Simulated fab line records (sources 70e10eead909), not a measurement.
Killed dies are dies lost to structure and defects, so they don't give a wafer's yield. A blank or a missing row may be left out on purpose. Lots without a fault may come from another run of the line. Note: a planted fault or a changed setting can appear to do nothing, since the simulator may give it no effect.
Which of the tools did it? + flow nand harc + Sampling: 13 lots, 39 wafers, 5 of 1159 route steps

== WHAT THE GAUGES READ, wafer by wafer ==
NHARC_P_CONTACT_INSPECT_14. Usual: 3.7 for raw defect count, sd 2.3.
| lot  | measured     | on                | raw defect count | flag |
|------|--------------|-------------------|------------------|------|
| L115 | day 5 10:24  | defect inspect-02 | 3 3 3            |      |
| L118 | day 6 04:03  | defect inspect-02 | 3 2 5            |      |
| L117 | day 6 04:52  | defect inspect-01 | 5 1 4            |      |
| L119 | day 6 14:06  | defect inspect-01 | 8 4 3            |      |
| L120 | day 6 23:13  | defect inspect-01 | 3 3 5            |      |
| L121 | day 7 08:08  | defect inspect-02 | 5 4 7            |      |
| L122 | day 7 09:26  | defect inspect-02 | 1 5 3            |      |
| L127 | day 8 18:32  | defect inspect-02 | 6 2 3            |      |
| L131 | day 9 14:37  | defect inspect-01 | 6 6 6            |      |
| L134 | day 10 04:19 | defect inspect-01 | 1 3 4            |      |
| L137 | day 10 18:22 | defect inspect-01 | 0 7 8            |      |
| L136 | day 10 19:03 | defect inspect-02 | 6 6 4            |      |
| L138 | day 11 13:04 | defect inspect-01 | 1 7 2            |      |

NHARC_END_SORT_01. Usual: killed at array 29, standard deviation 9.4; killed at other 0.7, standard deviation 1.3; killed at periphery 2.9, standard deviation 2.1; killed dies 32, standard deviation 9; killed open 3.3, standard deviation 1.8; killed short 1.9, standard deviation 1.4.
| lot  | measured     | on        | killed at array | killed at other | killed at periphery | killed dies | killed open | killed short | flag |
|------|--------------|-----------|-----------------|-----------------|---------------------|-------------|-------------|--------------|------|
| L115 | day 20 15:32 | prober-02 | 31 27 30        | 0 0 0           | 1 1 1               | 32 28 31    | 1 3 0       | 5 0 1        |      |
| L118 | day 21 09:22 | prober-02 | 16 21 27        | 0 0 0           | 2 0 2               | 18 21 29    | 2 3 5       | 1 1 1        |      |
| L117 | day 20 09:17 | prober-01 | 27 34 26        | 0 2 1           | 4 5 2               | 31 41 29    | 2 6 7       | 3 1 0        |      |
| L119 | day 20 23:13 | prober-02 | 37 33 30        | 0 1 1           | 2 1 1               | 39 35 32    | 3 4 4       | 1 1 1        |      |
| L120 | day 21 16:17 | prober-01 | 19 11 22        | 1 0 2           | 1 1 1               | 21 12 25    | 2 1 3       | 2 2 2        |      |
| L121 | day 21 23:13 | prober-02 | 18 22 14        | 2 0 3           | 6 6 7               | 26 28 24    | 4 7 3       | 5 4 1        |      |
| L122 | day 21 08:00 | prober-01 | 40 29 30        | 1 1 1           | 1 4 2               | 42 34 33    | 2 1 3       | 1 1 1        |      |
| L127 | day 22 08:38 | prober-02 | 43 48 41        | 0 0 0           | 4 3 4               | 47 51 45    | 5 3 4       | 5 3 0        |      |
| L131 | day 24 03:49 | prober-01 | 26 33 25        | 2 0 1           | 6 3 0               | 34 36 26    | 1 8 0       | 4 3 2        |      |
| L134 | day 23 20:46 | prober-01 | 29 30 30        | 0 2 1           | 1 3 2               | 30 35 33    | 4 8 6       | 3 0 2        |      |
| L137 | day 24 11:40 | prober-01 | 14 23 19        | 1 0 1           | 0 7 7               | 15 30 27    | 2 3 6       | 3 5 4        |      |
| L136 | day 24 20:14 | prober-01 | 47 42 47        | 0 0 0           | 2 5 2               | 49 47 49    | 2 7 3       | 1 1 3        |      |
| L138 | day 25 03:25 | prober-02 | 37 38 42        | 0 0 0           | 1 2 1               | 38 40 43    | 6 1 7       | 1 1 0        |      |

== EACH LOT AND THE TOOL THAT RAN IT (in order: tool; ch and the chambers of the sampled wafers; start) ==
| lot  | NHARC_P_CONTACT_EXPOSE_09          | NHARC_P_CONTACT_ETCH_31                       | NHARC_P_CONTACT_STRIP_28           |
|------|------------------------------------|-----------------------------------------------|------------------------------------|
| L115 | arfi scanner-02 ch 0, day 5 10:07  | rie diel-01 ch 0,1, day 5 11:26 or earlier    | rie diel-01 ch 0,1,3, day 5 11:26  |
| L118 | arfi scanner-03 ch 0, day 6 03:47  | rie diel-01 ch 0,2,3, day 6 05:06 or earlier  | rie diel-01 ch 1,2,3, day 6 05:06  |
| L117 | arfi scanner-02 ch 0, day 6 04:35  | rie diel-08 ch 0,2,3, day 6 05:52 or earlier  | rie diel-11 ch 1,2, day 6 05:52    |
| L119 | arfi scanner-02 ch 0, day 6 13:50  | rie diel-11 ch 0,2,3, day 6 15:31 or earlier  | rie diel-11 ch 0,3, day 6 15:31    |
| L120 | arfi scanner-02 ch 0, day 6 22:56  | rie diel-11 ch 0,1, day 7 00:38 or earlier    | rie diel-11 ch 0,1,3, day 7 00:38  |
| L121 | arfi scanner-02 ch 0, day 7 07:52  | rie diel-01 ch 1,2, day 7 09:10 or earlier    | rie diel-11 ch 0,2, day 7 09:10    |
| L122 | arfi scanner-03 ch 0, day 7 09:10  | rie diel-01 ch 2,3, day 7 10:28 or earlier    | rie diel-01 ch 1,3, day 7 10:28    |
| L127 | arfi scanner-02 ch 0, day 8 18:16  | rie diel-01 ch 1,2,3, day 8 19:36 or earlier  | rie diel-01 ch 1,2,3, day 8 19:36  |
| L131 | arfi scanner-01 ch 0, day 9 14:20  | rie diel-01 ch 0,2,3, day 9 16:08 or earlier  | rie diel-11 ch 0,1,3, day 9 16:08  |
| L134 | arfi scanner-02 ch 0, day 10 04:04 | rie diel-11 ch 0,1,2, day 10 05:22 or earlier | rie diel-08 ch 1,2,3, day 10 05:22 |
| L137 | arfi scanner-01 ch 0, day 10 18:05 | rie diel-08 ch 0,1,3, day 10 19:23 or earlier | rie diel-11 ch 0,2, day 10 19:23   |
| L136 | arfi scanner-03 ch 0, day 10 18:47 | rie diel-01 ch 0,2,3, day 10 20:03 or earlier | rie diel-11 ch 0,3, day 10 20:03   |
| L138 | arfi scanner-01 ch 0, day 11 12:49 | rie diel-11 ch 0,2,3, day 11 14:05 or earlier | rie diel-11 ch 0,1,3, day 11 14:05 |
- NHARC_P_CONTACT_EXPOSE_09: exposes mask P CA, target cd 90 nm.
- NHARC_P_CONTACT_ETCH_31: etches the open film in CH3F/O2, target depth 30 nm, time 85.7 s.
- NHARC_P_CONTACT_STRIP_28: strips in O2.

== AS READ BY THE TOOLS THEMSELVES (means over the sampled wafers that have a number; for cases with no such wafer, the mark the record gives instead) ==
NHARC_P_CONTACT_ETCH_31. Usual: drypump motor current A 5.7 A, standard deviation 0.4; oes product au 0.976 a.u., standard deviation 0.014; rf vpp V 243.8 V, standard deviation 1.6; showerhead plenum p Torr 2.41 Torr, standard deviation 0.1; throttle valve pct 20.663 %, standard deviation 0.0096.
| lot  | tool        | drypump motor current A (A) | oes product au (a.u.) | rf vpp V (V) | showerhead plenum p Torr (Torr) | throttle valve pct (%) | flag |
|------|-------------|-----------------------------|-----------------------|--------------|---------------------------------|------------------------|------|
| L115 | rie diel-01 | 5.5                         | 0.987                 | 243.6        | 2.37                            | 20.662                 |      |
| L118 | rie diel-01 | 5.8                         | 0.983                 | 244.5        | 2.41                            | 20.667                 |      |
| L117 | rie diel-08 | 6.1                         | 0.980                 | 244.4        | 2.45                            | 20.656                 |      |
| L119 | rie diel-11 | 5.5                         | 0.983                 | 245.1        | 2.53                            | 20.668                 |      |
| L120 | rie diel-11 | 6.1                         | 0.955                 | 243.2        | 2.32                            | 20.659                 |      |
| L121 | rie diel-01 | 5.5                         | 0.989                 | 242.9        | 2.34                            | 20.662                 |      |
| L122 | rie diel-01 | 5.8                         | 0.972                 | 244.0        | 2.38                            | 20.664                 |      |
| L127 | rie diel-01 | 5.7                         | 0.983                 | 242.4        | 2.39                            | 20.662                 |      |
| L131 | rie diel-01 | 5.8                         | 0.977                 | 243.6        | 2.41                            | 20.671                 |      |
| L134 | rie diel-11 | 5.8                         | 0.975                 | 243.2        | 2.42                            | 20.662                 |      |
| L137 | rie diel-08 | 6.2                         | 0.978                 | 243.2        | 2.40                            | 20.661                 |      |
| L136 | rie diel-01 | 5.8                         | 0.972                 | 244.4        | 2.41                            | 20.661                 |      |
| L138 | rie diel-11 | 5.5                         | 0.981                 | 244.8        | 2.52                            | 20.663                 |      |

NHARC_P_CONTACT_STRIP_28. Usual: drypump motor current A 5.7 A, standard deviation 0.45; oes product au 0.995 a.u., standard deviation 0.0093; rf vpp V 57.7 V, standard deviation 1; showerhead plenum p Torr 3.49 Torr, standard deviation 0.17; throttle valve pct 17.035 %, standard deviation 0.0099.
| lot  | tool        | drypump motor current A (A) | oes product au (a.u.) | rf vpp V (V) | showerhead plenum p Torr (Torr) | throttle valve pct (%) | flag |
|------|-------------|-----------------------------|-----------------------|--------------|---------------------------------|------------------------|------|
| L115 | rie diel-01 | 5.7                         | 1.005                 | 57.2         | 3.48                            | 17.038                 |      |
| L118 | rie diel-01 | 5.7                         | 0.995                 | 57.9         | 3.44                            | 17.037                 |      |
| L117 | rie diel-11 | 5.5                         | 0.993                 | 57.8         | 3.60                            | 17.039                 |      |
| L119 | rie diel-11 | 5.8                         | 1.000                 | 57.3         | 3.49                            | 17.036                 |      |
| L120 | rie diel-11 | 5.7                         | 0.991                 | 57.9         | 3.48                            | 17.036                 |      |
| L121 | rie diel-11 | 5.9                         | 0.989                 | 58.7         | 3.48                            | 17.040                 |      |
| L122 | rie diel-01 | 5.7                         | 0.998                 | 57.6         | 3.45                            | 17.039                 |      |
| L127 | rie diel-01 | 5.8                         | 0.993                 | 58.2         | 3.43                            | 17.040                 |      |
| L131 | rie diel-11 | 5.7                         | 0.997                 | 57.5         | 3.47                            | 17.037                 |      |
| L134 | rie diel-08 | 6.3                         | 0.996                 | 58.0         | 3.45                            | 17.023                 |      |
| L137 | rie diel-11 | 5.6                         | 0.991                 | 58.3         | 3.61                            | 17.032                 |      |
| L136 | rie diel-11 | 5.8                         | 0.997                 | 57.4         | 3.49                            | 17.033                 |      |
| L138 | rie diel-11 | 5.7                         | 0.994                 | 55.9         | 3.47                            | 17.027                 |      |

== THE ANSWER, worked out from the rows above alone ==
Rule: a lot counts as off when the mean over its wafers that have a number is more than 3 standard deviations away from the usual mean. A lot without any number at a reading at which 4 lots or more have one is off too. All remaining lots with rows at the step are treated as sound. First the gauges in route order, then the tools' own readings, where a lot's mean is used as printed above. The first step at which some lot is off is used, and at that step the reading that is off furthest; a lot without a number counts as furthest.
None of the lots is off at any reading shown; this tells nothing.

== WHAT THE SIMULATOR HAD PUT IN ==
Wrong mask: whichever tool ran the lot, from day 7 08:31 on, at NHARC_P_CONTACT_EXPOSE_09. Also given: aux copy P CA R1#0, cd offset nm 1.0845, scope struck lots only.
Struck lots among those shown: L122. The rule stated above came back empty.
